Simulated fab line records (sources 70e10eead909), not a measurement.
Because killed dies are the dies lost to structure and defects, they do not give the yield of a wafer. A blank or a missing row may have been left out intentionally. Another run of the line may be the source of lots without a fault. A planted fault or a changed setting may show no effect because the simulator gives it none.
What tool caused it? -- flow nand harc -- Sampling: 12 lots, 36 wafers, 2 of 1302 route steps

WHAT EACH GAUGE READ, for each wafer
NHARC_P_CONTACT_INSPECT_27.
lot,measured,on,raw defect count
L075,day 6 09:32,defect inspect-01,209 197 143
L077,day 7 13:01,defect inspect-01,862 386 708
L079,day 8 11:23,defect inspect-02,555 473 525
L081,day 9 05:17,defect inspect-01,273 183 523
L083,day 10 01:37,defect inspect-02,337 253 378
L085,day 10 23:19,defect inspect-02,304 198 139
L087,day 11 22:29,defect inspect-01,223 214 98
L090,day 12 12:09,defect inspect-01,257 455 243
L091,day 13 05:32,defect inspect-01,200 291 254
L093,day 13 17:38,defect inspect-01,447 366 359
L095,day 14 12:23,defect inspect-01,214 238 234
L097,day 15 13:30,defect inspect-01,343 294 151

EACH LOT AND THE TOOL THAT RAN IT (in order: tool; ch and the chambers of the sampled wafers; start)
lot,NHARC_P_CONTACT_ETCH_36
L075,"rie diel-01 ch 0,1,2, day 6 09:32 or earlier"
L077,"rie diel-04 ch 0,2,3, day 7 13:01 or earlier"
L079,"rie diel-01 ch 0,1,2, day 8 11:23 or earlier"
L081,"rie diel-12 ch 0,1,3, day 9 05:17 or earlier"
L083,"rie diel-04 ch 0,2,3, day 10 01:37 or earlier"
L085,"rie diel-04 ch 0,1,3, day 10 23:19 or earlier"
L087,"rie diel-01 ch 0,1,3, day 11 22:29 or earlier"
L090,"rie diel-04 ch 2,3, day 12 12:09 or earlier"
L091,"rie diel-12 ch 1,2,3, day 13 05:32 or earlier"
L093,"rie diel-12 ch 1,2, day 13 17:38 or earlier"
L095,"rie diel-04 ch 0,1,3, day 14 12:23 or earlier"
L097,"rie diel-04 ch 0,1, day 15 13:30 or earlier"
- NHARC_P_CONTACT_ETCH_36: etches the open film in N2/H2, target depth 260 nm, time 406.25 s.

THE ANSWER, worked out from the rows above alone
Rule: usual is defined by the lots themselves. Put in order of their means at a reading, lots are off if they are a third of the lots or fewer, leave a main group of 4 or more, and stand apart from it by a gap of 3 or more times the standard deviation of the main group's means; of several such gaps the widest counts. The tables above print the reading to a certain number of digits; a main group whose means all agree to those digits is not used. A lot without any number at a reading at which 4 lots or more have one is off too. All remaining lots with rows at the step are treated as sound.
None of the lots is off at any reading shown; this tells nothing.

WHAT HAD BEEN PUT IN BY THE SIMULATOR
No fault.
